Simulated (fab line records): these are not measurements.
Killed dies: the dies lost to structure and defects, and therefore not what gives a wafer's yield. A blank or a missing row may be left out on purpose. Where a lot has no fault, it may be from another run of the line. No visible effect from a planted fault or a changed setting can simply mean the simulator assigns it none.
Split-lot trial	flow n5 finfet	on a route of 1938 steps: 7 lots, 21 wafers read

== ABOUT THE SPLIT ==
At N5_BEOL_M15_SPUTTER_44 (material Ta, target thk 15 nm, time 24.19 s), the setting power w was moved away from the recipe's 15000 W on 9 of the 21 wafers read, by -14.5% to +12.1%. The other wafers ran this setting at the recipe's value.

The split's own step is where the reading is taken.

== THE READING ==
Ta_of_BEOL_M15_SPUTTER_44.thk nm (the simulator's own value, which no gauge read), in nm, at N5_BEOL_M15_SPUTTER_44 (material Ta, target thk 15 nm, time 24.19 s). The file gives no usual value for it. Across the 12 wafers here that went through the recipe, the average is 14.9 nm and the standard deviation 0.12 nm.

wafer	tool, chamber at the split	power w as run, W	against the recipe	Ta_of_BEOL_M15_SPUTTER_44.thk nm, nm	against lot-mates on the recipe
L077.3	pvd sputter-02, -	16820	+12.1%	17	+1.8
L077.4	pvd sputter-02, -	15000	recipe	15.2	-
L077.5	pvd sputter-02, -	16820	+12.1%	16.8	+1.6
L079.3	pvd sputter-03, -	15000	recipe	15	-
L079.5	pvd sputter-03, -	15000	recipe	15	-
L079.6	pvd sputter-03, -	12890	-14.1%	12.8	-2.2
L082.4	pvd sputter-03, -	15000	recipe	15	-
L082.5	pvd sputter-03, -	15000	recipe	15	-
L082.6	pvd sputter-03, -	15000	recipe	14.8	-
L091.3	pvd sputter-01, -	15000	recipe	14.8	-
L091.4	pvd sputter-01, -	15000	recipe	14.8	-
L091.5	pvd sputter-01, -	15000	recipe	14.8	-
L093.1	pvd sputter-03, -	15000	recipe	15	-
L093.2	pvd sputter-03, -	14310	-4.6%	14.4	-0.6
L093.4	pvd sputter-03, -	14310	-4.6%	14.6	-0.4
L095.2	pvd sputter-02, -	16340	+8.9%	16.2	+1.4
L095.5	pvd sputter-02, -	16340	+8.9%	16.2	+1.4
L095.6	pvd sputter-02, -	15000	recipe	14.8	-
L094.2	pvd sputter-02, -	12830	-14.5%	12.8	-2.2
L094.4	pvd sputter-02, -	15000	recipe	15	-
L094.6	pvd sputter-02, -	12830	-14.5%	12.6	-2.4

THE FIT
A straight line over all 21 wafers: Ta_of_BEOL_M15_SPUTTER_44.thk nm changes by +0.152 nm for each +1% of power w; r = +0.99; the points scatter about the line by 0.15 nm.
The same after taking each lot's own level away (the mean of its wafers on the recipe; 21 wafers): +0.151 nm for each +1%; r = +1.00; scatter 0.11 nm.
On that fit, the largest move of power w shifts the reading by 2.2 nm.
Measured against the standard deviation above, the lots' own levels, which go from 14.80 to 15.20 nm, span 3.2 times it.
The two slopes are in agreement: the lot-to-lot level therefore moves the slope only a little.
Check: for one of the wafers moved furthest among these (-14.5%), held out of the fit, the line's prediction against its lot-mates is -2.19 nm. It came out at -2.2 nm against them.

== OTHER SPLITS ON THESE WAFERS ==
Note: prior to the reading, these wafers also went through further splits. Each is held against what the fit with the lots' levels taken away leaves over:
other split on the same wafers	wafers away from the commonest value	r with Ta_of_BEOL_M15_SPUTTER_44.thk nm (lot level and that fit taken away)
N5_BEOL_M10_COAT_63 spin rpm	6	-0.03
N5_BEOL_M10_COAT_64 spin rpm	10	+0.13
N5_BEOL_M11_COAT_22 spin rpm	10	+0.18
N5_BEOL_M11_ETCH_66 time s	6	+0.03
N5_BEOL_M12_COAT_04 spin rpm	7	+0.19
N5_BEOL_M14_EXPOSE_07 dose mj	10	-0.06
N5_BEOL_M14_PEB_08 peb temp c	6	-0.15
N5_BEOL_M14_SPUTTER_43 power w	7	-0.31

== FILE'S OWN FIT ==
Ta_of_BEOL_M15_SPUTTER_44.thk nm changes by +0.152 nm for each +1% of power w, r = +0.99.
